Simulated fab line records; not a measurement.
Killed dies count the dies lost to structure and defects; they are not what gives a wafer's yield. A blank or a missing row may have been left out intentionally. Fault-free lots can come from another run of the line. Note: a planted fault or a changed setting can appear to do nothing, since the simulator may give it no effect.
fab line records	flow nand_harc
record lots=6	wafers=18	last_day=33
route steps=1302 shown A_CONTACT@1105 A_BLC@1107 END@1302
lots that met no fault: from a run of the same line without faults
start_h: hours from the record's opening day to when the first of the lot's shown wafers began	wait_h: how many hours have passed since the lot's step before this one	" the same as in the row above	L1.1+2: one row covering several wafers at once	- either no value or no given start	* or withheld: withheld	< > ~ a bound
route shown NAME@n: NAME is a module with steps in the file, n the number in the route of the first one	usual: the fault-free wafers' mean and standard deviation	same: alike in all rows	chamber/n: place in a boat	sites: the reading at each site	_std_site: standard deviation across them	_edge_site: outer sites' mean less inner sites'	radius_mm: for every site, how far away it sits from the centre of the wafer	mask NAME#n: copy n	behind: the most recent tool/chamber to have shaped the wafer	hold: the reason the lot was held/the length of the hold in hours/how it ended	device: transistor that didn't switch, given as n, p or np	end of line: tests of these same wafers at the route's end	step lacking rows: just its recipe	killed: dies that structure and defects cost at the first sort, which is not the same as the wafer's yield	map: per-die view of a wafer (x killed, . not killed, _ where there is no die)
set.NAME: the run value of the setting; set.NAME@STEP: its run value at that earlier step	model.NAME: the simulator's own value behind a step, which no gauge read
certain route steps with their lots: each step a table, each wafer a row
services: when a tool's chamber went out of use (start_h, in hours from the record's first day, below 0 if earlier), for how many hours, and the reason
## steps
# step NHARC_A_CONTACT_SRD_22
# step NHARC_A_CONTACT_INSPECT_23
# usual raw_defect_count=505/140
lot.wafer	tool	chamber	start_h	wait_h	raw_defect_count
L567.1	defect_inspect-02	-	522.49	0.1	501
L567.2	"	-	"	"	313
L567.5	"	-	"	"	440
L565.2	defect_inspect-02	-	528.45	0.1	521
L565.3	"	-	"	"	349
L565.4	"	-	"	"	439
L581.1	defect_inspect-02	-	672.07	0.1	319
L581.5	"	-	"	"	409
L581.6	"	-	"	"	519
L583.3	defect_inspect-02	-	687.06	0.1	816
L583.4	"	-	"	"	626
L583.6	"	-	"	"	970
L585.1	defect_inspect-01	-	704.21	0.1	786
L585.2	"	-	"	"	710
L585.5	"	-	"	"	607
L588.1	defect_inspect-01	-	748.09	0.1	523
L588.2	"	-	"	"	501
L588.6	"	-	"	"	290
# step NHARC_A_BLC_DEHYDRATE_00
# recipe temp_c=150	time_s=120
# step NHARC_A_BLC_HMDS_01
# recipe time_s=30
# step NHARC_A_BLC_COAT_02
# recipe temp_c=260	time_s=75
# step NHARC_A_BLC_COAT_03
# recipe temp_c=225	time_s=65
# step NHARC_A_BLC_COAT_04
# recipe spin_rpm=1500	resist_thk_nm=90
# step NHARC_A_BLC_SOFTBAKE_05
# recipe temp_c=105	time_s=55
# step NHARC_A_BLC_EBR_06
# step NHARC_A_BLC_EXPOSE_07
# recipe na=1.35	target_cd_nm=100	dose_mj=67.97	mask_id=A_BLC
# step NHARC_A_BLC_PEB_08
# recipe peb_temp_c=100	peb_time_s=65
# step NHARC_A_BLC_DEVELOP_09
# recipe develop_time_s=35	dev_temp_c=23
lot.wafer	tool	chamber	start_h	wait_h
L567.1+2+5	litho_track-06	0	522	-
L565.2+3+4	litho_track-01	0	528	-
L581.1+5+6	litho_track-06	0	672	-
L583.3+4+6	litho_track-06	0	687	-
L585.1+2+5	litho_track-01	0	704	-
L588.1+2+6	litho_track-04	0	748	-
# step NHARC_A_BLC_CD_MEAS_10
# recipe target_cd_nm=100	landing_energy_ev=500
# usual cd_nm=99.9/0.77
lot.wafer	tool	chamber	start_h	wait_h	cd_nm
L567.1	cd_sem-03	0	522.99	-	98.9
L567.2	"	0	"	"	99.1
L567.5	"	0	"	"	99.3
L565.2	cd_sem-02	0	528.95	-	99.0
L565.3	"	0	"	"	99.1
L565.4	"	0	"	"	100.2
L581.1	cd_sem-01	0	672.45	-	93.6
L581.5	"	0	"	"	94.4
L581.6	"	0	"	"	94.3
L583.3	cd_sem-01	0	687.57	-	93.6
L583.4	"	0	"	"	94.2
L583.6	"	0	"	"	93.9
L585.1	cd_sem-01	0	704.72	-	101.5
L585.2	"	0	"	"	101.6
L585.5	"	0	"	"	101.2
L588.1	cd_sem-01	0	748.60	-	100.4
L588.2	"	0	"	"	100.0
L588.6	"	0	"	"	99.3
# step NHARC_A_BLC_OVL_MEAS_11
# usual overlay_x_nm=0.0/0.79	overlay_y_nm=-0.1/0.84
lot.wafer	tool	chamber	start_h	wait_h	overlay_x_nm	overlay_y_nm
L567.1	overlay-01	-	523.08	-	0.2	1.4
L567.2	"	-	"	"	0.6	1.1
L567.5	"	-	"	"	0.7	0.6
L565.2	overlay-02	-	529.04	-	0.0	0.4
L565.3	"	-	"	"	0.2	0.1
L565.4	"	-	"	"	0.1	0.2
L581.1	overlay-01	-	672.54	-	0.9	-0.6
L581.5	"	-	"	"	1.2	-0.5
L581.6	"	-	"	"	1.5	-0.5
L583.3	overlay-01	-	687.66	-	-1.2	-1.0
L583.4	"	-	"	"	-0.9	-0.4
L583.6	"	-	"	"	-1.2	-0.7
L585.1	overlay-02	-	704.81	-	0.5	-1.0
L585.2	"	-	"	"	0.6	-0.7
L585.5	"	-	"	"	0.7	-0.6
L588.1	overlay-02	-	748.69	-	-1.1	-0.3
L588.2	"	-	"	"	-1.7	-0.3
L588.6	"	-	"	"	-1.6	0.2
# step NHARC_A_BLC_INSPECT_12
# usual raw_defect_count=82/42
lot.wafer	tool	chamber	start_h	wait_h	raw_defect_count
L567.1	defect_inspect-01	-	523.12	0.0	67
L567.2	"	-	"	"	57
L567.5	"	-	"	"	76
L565.2	defect_inspect-02	-	529.08	0.0	16
L565.3	"	-	"	"	24
L565.4	"	-	"	"	28
L581.1	defect_inspect-02	-	672.58	0.0	86
L581.5	"	-	"	"	130
L581.6	"	-	"	"	103
L583.3	defect_inspect-02	-	687.69	0.0	84
L583.4	"	-	"	"	77
L583.6	"	-	"	"	91
L585.1	defect_inspect-01	-	704.85	0.0	151
L585.2	"	-	"	"	165
L585.5	"	-	"	"	143
L588.1	defect_inspect-01	-	748.72	0.0	77
L588.2	"	-	"	"	70
L588.6	"	-	"	"	57
# step NHARC_A_BLC_DESCUM_15
# recipe time_s=3	o2_flow_sccm=200	ar_flow_sccm=0	bias_power_w=0	chemistry=O2
# usual drypump_motor_current_A=5.5/0.43	mfc_ar_sccm=0.005/0.007	oes_product_au=1.000/0.012	rf_vpp_V=57.9/0.86	showerhead_plenum_p_Torr=1.91/0.073	throttle_valve_pct=11.310/0.0087
# same time_s=3
lot.wafer	tool	chamber	start_h	wait_h	drypump_motor_current_A	mfc_ar_sccm	oes_product_au	rf_hours_counter_h	rf_vpp_V	showerhead_plenum_p_Torr	throttle_valve_pct	model.A_BLC.cd_nm
L567.1	rie_diel-04	1	523.19	0.1	5.4	0.008	1.002	13	59.1	1.96	11.303	98.83
L567.2	"	3	"	"	5.8	0	1.003	13	56.7	1.81	11.311	99.82
L567.5	"	1	"	"	5.4	0.008	0.993	-	59.1	1.96	11.311	98.59
L565.3	rie_diel-04	2	529.14	0.1	5.1	0.008	0.968	13	57.9	1.95	11.314	98.46
L565.2	"	3	"	"	5.8	0	0.994	14	57.2	1.81	11.312	100.4
L565.4	"	1	"	"	5.4	0.008	0.992	14	57.5	1.96	11.325	100.7
L581.1	rie_diel-10	1	672.65	0.1	5.9	0.020	1.012	4	58.5	1.88	11.303	94.17
L581.5	"	0	"	"	5.1	0	1.002	-	57.3	1.88	11.314	94.47
L581.6	"	1	"	"	5.9	0.020	0.998	-	57.8	1.88	11.301	94.57
L583.3	rie_diel-10	3	687.75	0.1	6.3	0.001	0.991	6	58.8	1.84	11.299	93.7
L583.4	"	1	"	"	5.9	0.020	1.003	5	58.2	1.87	11.312	94.19
L583.6	"	0	"	"	5.1	0	0.998	-	58.3	1.88	11.302	93.77
L585.2	rie_diel-10	0	704.92	0.1	5.1	0	1.011	8	57.3	1.88	11.317	101.7
L585.1	"	1	"	"	5.9	0.020	1.003	7	58.7	1.87	11.313	101.8
L585.5	"	3	"	"	6.4	0.001	0.995	-	58.8	1.84	11.319	102
L588.1	rie_diel-10	0	748.80	0.1	5.1	0	0.996	11	57.0	1.88	11.299	100.7
L588.2	"	1	"	"	5.9	0.020	0.992	11	57.6	1.87	11.315	100.2
L588.6	"	3	"	"	6.4	0.001	0.989	-	56.8	1.84	11.318	99.83
# step NHARC_A_BLC_ETCH_16
# recipe target_depth_a=390	over_etch_frac=0.3	time_s=65	ion_energy_ev=80	cf4_flow_sccm=150	ar_flow_sccm=0	rf_w=300	bias_w=100	chemistry=CF4
# usual bias_w=99.98/0.28	drypump_motor_current_A=5.6/0.45	mfc_ar_sccm=0.005/0.0069	oes_product_au=1.000/0.012	rf_vpp_V=151.3/1	showerhead_plenum_p_Torr=1.77/0.066	throttle_valve_pct=13.284/0.0096
# same time_s=65
lot.wafer	tool	chamber	start_h	wait_h	bias_w	drypump_motor_current_A	mfc_ar_sccm	oes_product_au	rf_hours_counter_h	rf_vpp_V	showerhead_plenum_p_Torr	throttle_valve_pct
L567.1	rie_diel-04	0	523.27	0.1	100.17	5.5	0.002	0.991	13	150.7	1.77	13.274
L567.2	"	2	"	"	99.34	5.1	0.008	0.977	12	151.9	1.80	13.283
L567.5	"	3	"	"	99.99	5.8	0	0.997	-	150.3	1.68	13.276
L565.2	rie_diel-04	1	529.22	0.1	99.76	5.4	0.008	0.984	14	152.4	1.81	13.276
L565.4	"	3	"	"	100.21	5.8	0	0.995	14	151.2	1.68	13.294
L565.3	"	0	"	"	100.66	5.5	0.002	0.984	14	150.2	1.77	13.284
L581.1	rie_diel-10	2	672.72	0.1	99.55	5.1	0	0.993	5	152.3	1.89	13.273
L581.6	"	2	"	"	100.14	5.1	0	1.013	-	152.5	1.89	13.284
L581.5	"	3	"	"	99.67	6.4	0.001	0.999	-	150.9	1.70	13.299
L583.3	rie_diel-10	3	687.85	0.1	99.94	6.4	0.001	0.997	6	149.0	1.70	13.284
L583.4	"	0	"	"	99.77	5.1	0	0.999	5	151.1	1.74	13.300
L583.6	"	2	"	"	100.11	5.2	0	1.006	-	152.8	1.89	13.281
L585.1	rie_diel-10	0	705.00	0.1	100.15	5.1	0	1.014	8	151.7	1.74	13.270
L585.2	"	1	"	"	100.16	5.9	0.020	1.009	7	151.4	1.74	13.288
L585.5	"	0	"	"	100.29	5.1	0	1.002	-	150.0	1.74	13.279
L588.2	rie_diel-10	1	748.88	0.1	100.00	5.9	0.020	1.001	11	151.6	1.73	13.299
L588.1	"	3	"	"	100.03	6.4	0.001	0.994	11	149.8	1.70	13.285
L588.6	"	1	"	"	100.00	5.9	0.020	0.991	-	150.2	1.73	13.293
# step NHARC_A_BLC_ETCH_17
# recipe target_depth_a=3900	over_etch_frac=0.25	time_s=609.38	ion_energy_ev=200	n2_flow_sccm=150	h2_flow_sccm=150	ar_flow_sccm=0	rf_w=400	bias_w=150	chemistry=N2/H2
# usual bias_w=150.0/0.43	drypump_motor_current_A=5.6/0.44	mfc_ar_sccm=0.005/0.0072	oes_product_au=1.001/0.011	rf_vpp_V=430.4/2.4	showerhead_plenum_p_Torr=2.04/0.085	throttle_valve_pct=14.171/0.0094
# same time_s=609.38
lot.wafer	tool	chamber	start_h	wait_h	bias_w	drypump_motor_current_A	mfc_ar_sccm	oes_product_au	rf_hours_counter_h	rf_vpp_V	showerhead_plenum_p_Torr	throttle_valve_pct
L567.2	rie_diel-04	2	-	-	150.7	5.1	0.008	0.978	12	430.9	2.08	14.151
L567.1	"	1	"	"	150.8	5.4	0.008	0.992	13	432.1	2.09	14.169
L567.5	"	2	"	"	150.4	5.1	0.008	0.977	-	432.0	2.08	14.161
L565.3	rie_diel-04	0	-	-	149.3	5.5	0.002	0.990	14	431.8	2.04	14.155
L565.4	"	2	"	"	150.9	5.1	0.008	0.982	13	431.2	2.08	14.162
L565.2	"	3	"	"	150.1	5.8	0	0.984	14	427.7	1.93	14.169
L581.1	rie_diel-10	1	-	-	150.2	5.9	0.020	0.999	5	428.2	2.00	14.163
L581.5	"	3	"	"	150.8	6.3	0.001	1.000	-	429.2	1.96	14.156
L581.6	"	0	"	"	150.2	5.1	0	1.010	-	429.1	2.00	14.171
L583.3	rie_diel-10	2	-	-	150.0	5.2	0	1.004	5	434.7	2.20	14.166
L583.4	"	3	"	"	150.3	6.4	0.001	0.999	6	427.0	1.96	14.169
L583.6	"	1	"	"	150.1	5.9	0.020	1.004	-	428.7	2.00	14.182
L585.2	rie_diel-10	3	-	-	150.2	6.4	0.001	0.997	8	429.2	1.96	14.183
L585.1	"	0	"	"	150.3	5.1	0	1.003	8	431.0	2.00	14.180
L585.5	"	1	"	"	149.1	5.9	0.020	0.990	-	430.0	2.00	14.174
L588.1	rie_diel-10	1	-	-	150.4	5.9	0.020	0.999	11	429.5	2.00	14.169
L588.2	"	0	"	"	149.9	5.1	0	1.002	11	431.0	2.00	14.183
L588.6	"	1	"	"	149.9	5.9	0.020	1.001	-	428.6	2.00	14.154
# step NHARC_A_BLC_ETCH_18
# recipe target_depth_a=9100	c4f8_flow_sccm=20	o2_flow_sccm=10	ar_flow_sccm=withheld	rf_w=600	bias_w=1500	chemistry=C4F8/O2/Ar
# usual bias_w=1501/4.1	oes_product_au=0.952/0.026	rf_vpp_V=978/5.3
lot.wafer	tool	chamber	start_h	wait_h	bias_w	oes_product_au	rf_hours_counter_h	rf_vpp_V	model.A_BLC.cd_nm
L567.1	rie_diel-04	1	-	-	1501	0.949	13	980	107.5
L567.2	"	2	"	"	1500	0.954	12	980	106.4
L567.5	"	3	"	"	1506	0.971	-	972	105.5
L565.2	rie_diel-04	0	-	-	1498	0.981	14	979	104.5
L565.4	"	1	"	"	1497	0.975	14	982	106.9
L565.3	"	2	"	"	1499	0.944	13	980	99.55
L581.1	rie_diel-10	2	-	-	1499	0.985	5	988	89.24
L581.6	"	2	"	"	1495	0.977	-	990	93.32
L581.5	"	3	"	"	1493	0.982	-	973	95.48
L583.4	rie_diel-10	0	-	-	1499	0.927	5	976	93.09
L583.3	"	1	"	"	1506	0.918	5	975	96.95
L583.6	"	2	"	"	1503	0.922	-	987	87.71
L585.1	rie_diel-10	0	-	-	1496	0.956	8	976	101
L585.2	"	1	"	"	1497	0.927	8	976	102.3
L585.5	"	2	"	"	1507	0.941	-	987	98.13
L588.1	rie_diel-10	0	-	-	1495	0.924	11	976	97.68
L588.2	"	1	"	"	1501	0.930	11	976	99.64
L588.6	"	0	"	"	1496	0.929	-	976	96.72
# step NHARC_A_BLC_CD_MEAS_19
# usual cd_nm=102/3.4
lot.wafer	tool	chamber	start_h	wait_h	cd_nm
L567.1	cd_sem-02	-	524.15	-	108
L567.2	"	-	"	"	106
L567.5	"	-	"	"	106
L565.2	cd_sem-02	-	530.10	-	104
L565.3	"	-	"	"	100
L565.4	"	-	"	"	107
L581.1	cd_sem-01	-	673.60	-	89
L581.5	"	-	"	"	96
L581.6	"	-	"	"	93
L583.3	cd_sem-03	-	688.73	-	97
L583.4	"	-	"	"	93
L583.6	"	-	"	"	88
L585.1	cd_sem-03	-	705.88	-	101
L585.2	"	-	"	"	102
L585.5	"	-	"	"	98
L588.1	cd_sem-01	-	749.75	-	97
L588.2	"	-	"	"	100
L588.6	"	-	"	"	97
# step NHARC_END_SORT_01
# recipe temp_c=25
# usual killed_at_array=54/21	killed_at_other=0.9/1.1	killed_at_periphery=3.5/2.5	killed_dies=58/21	killed_open=3.3/1.9	killed_short=2.6/1.8
# same gross_dies=677
lot.wafer	tool	chamber	start_h	wait_h	killed_at_array	killed_at_other	killed_at_periphery	killed_dies	killed_open	killed_short
L583.3	prober-02	0	733.76	3.1	70	5	5	80	6	5
# killed by level:class
L583.3 A_SLIT:chamber_film_flake=34 A_CHANNEL_HOLE_D1:chamber_film_flake=9 A_CONTACT:chamber_film_flake=9 P_BONDPAD:chamber_film_flake=5 A_STAIRCASE:chamber_film_flake=4 A_DECK1_JOINT:chamber_film_flake=3 THIN_TSV:chamber_film_flake=3 A_ONON_D2:geometric_particle:short=2
## services
tool	chamber	start_h	hours	kind
rie_diel-10	0	502.12	-	clean
rie_diel-10	1	502.12	-	clean
rie_diel-10	2	502.12	-	clean
rie_diel-10	3	502.12	-	clean
litho_track-01	-	505.00	7.0	pm
rie_diel-04	1	512.98	1.3	repair
rie_diel-10	0	526.62	-	clean
rie_diel-10	1	526.62	-	clean
rie_diel-10	2	526.62	-	clean
rie_diel-10	3	526.62	-	clean
litho_track-06	-	529.00	7.0	pm
rie_diel-04	-	531.90	9.0	pm
rie_diel-10	1	546.39	1.7	repair
litho_track-04	-	553.00	7.0	pm
rie_diel-10	-	596.50	9.0	pm
rie_diel-04	1	604.92	8.3	repair
rie_diel-04	2	616.94	19.4	repair
rie_diel-04	1	617.14	8.9	repair
litho_track-01	-	680.00	7.0	pm
rie_diel-04	-	689.60	1.2	repair
rie_diel-04	0	694.29	32.4	repair
litho_track-06	-	704.00	7.0	pm
rie_diel-04	-	709.30	9.0	pm
litho_track-04	-	728.00	7.0	pm
## key
first_sign step=NHARC_A_BLC_CD_MEAS_10	reading=cd_nm	direction=down	sigmas=7.7	usual=99.9	struck=94.0
effect none on later readings
model_effect step=NHARC_A_BLC_DESCUM_15	value=A_BLC.cd_nm	without=99.93	struck=94.14
model_effect step=NHARC_A_BLC_ETCH_18	value=A_BLC.cd_nm	without=98.42	struck=92.63
met_at NHARC_A_BLC_DEVELOP_09
struck_wafers L581.1,L581.5,L581.6,L583.3,L583.4,L583.6
tester_left_out L581,L583
onset_between 522 672
fault kind=process_parameter_drift	tool=litho_track-06	chamber=-	onset_h=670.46	steps=NHARC_A_BLC_DEVELOP_09	channel=develop_time_s	offset=*	shape=step	end_h=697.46	acts_in=*	stated=*
# tester_left_out: of these lots the tester's yield and bins aren't shown, on N5 and GAA mostly nor the transistor test; their killed dies are dies lost to structure and defects alone, not to doping, threshold or leakage, so they don't give the yield
